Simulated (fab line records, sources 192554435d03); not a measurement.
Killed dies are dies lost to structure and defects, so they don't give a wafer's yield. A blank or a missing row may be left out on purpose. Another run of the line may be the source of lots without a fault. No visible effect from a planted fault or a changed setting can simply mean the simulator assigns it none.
Matching of chambers -- flow n5_finfet -- 4 sister chambers for N5_BEOL_M15_ETCH_57 on rie_diel-03
The step etches SOC in N2/H2, time 750 s. 4 wafers are shown with their chamber, then 8 later ones without.

WAFERS PAIRED WITH THEIR CHAMBERS
wafer,chamber,showerhead_plenum_p_Torr (Torr)
L080.6,1,2.52
L083.1,0,2.56
L083.4,2,2.61
L088.1,3,2.50

WAFERS WITHOUT THEIR CHAMBER
wafer,showerhead_plenum_p_Torr (Torr)
L088.2,2.55
L088.5,2.51
L096.2,2.50
L096.4,2.50
L096.5,2.55
L091.3,2.60
L091.4,2.50
L091.5,2.50

CHAMBER TAKEN BY EACH
wafer,from the rows above,in truth
L088.2,0,0
L088.5,can't be placed: 3 or 1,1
L096.2,3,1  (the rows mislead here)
L096.4,3,3
L096.5,0,0
L091.3,2,2
L091.4,3,3
L091.5,3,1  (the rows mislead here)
Placed correctly: 5 of 8. From these rows, 1 cannot be placed; in 1 the true chamber is one of the candidates. 2 placed wrongly.
How it was worked out, from the rows above alone: a wafer's distance from a chamber is the root of the sum, over the readings, of the square of ((its reading less the chamber's mean) divided by the reading's scatter). If the next closest chamber is less than 2 further off than the closest, the wafer can't be placed; otherwise it belongs to the closest. For every chamber, the mean is computed from those of its wafers that are shown. The scatter (one wafer shown for each chamber): square how far every hidden wafer sits from the nearest shown wafer, average those squares and take the square root.
